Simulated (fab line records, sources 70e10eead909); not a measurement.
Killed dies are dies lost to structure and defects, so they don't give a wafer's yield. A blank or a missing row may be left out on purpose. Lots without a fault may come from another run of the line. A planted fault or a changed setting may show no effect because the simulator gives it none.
Chamber matching | flow nand_harc | NHARC_A_CHANNEL_HOLE_D1_ETCH_38 on rie_diel-12: 4 sister chambers
The step etches the open film in CF4, target depth 39 nm, time 65 s. 4 wafers are shown with their chamber, then 7 later ones without.

WAFERS WITH THEIR CHAMBER
wafer  | chamber | showerhead_plenum_p_Torr (Torr)
L915.1 | 2       | 1.77
L915.2 | 1       | 1.77
L917.1 | 0       | 1.90
L917.2 | 3       | 1.86

WAFERS WITHOUT THEIR CHAMBER
wafer  | showerhead_plenum_p_Torr (Torr)
L917.6 | 1.86
L919.1 | 1.85
L919.2 | 1.77
L919.3 | 1.77
L930.2 | 1.77
L930.3 | 1.90
L930.6 | 1.90

WHICH CHAMBER EACH WENT THROUGH
wafer  | from the rows above     | in truth
L917.6 | 3                       | 3
L919.1 | 3                       | 3
L919.2 | can't be placed: 1 or 2 | 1
L919.3 | can't be placed: 1 or 2 | 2
L930.2 | can't be placed: 1 or 2 | 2
L930.3 | 0                       | 0
L930.6 | 0                       | 0
Placed correctly: 4 of 7. Can't be placed from these rows: 3 (the true chamber is among the candidates in 3). Placed wrongly: 0.
How it was worked out, from the rows above alone: a wafer's distance from a chamber is the root of the sum, over the readings, of the square of ((its reading less the chamber's mean) divided by the reading's scatter). The wafer belongs to the nearest chamber; if the next one is less than 2 further off, it can't be placed. A chamber's mean is the mean of its shown wafers. The scatter: with one shown wafer a chamber, the root of the mean of the squares of how far each hidden wafer lies from its nearest shown one.
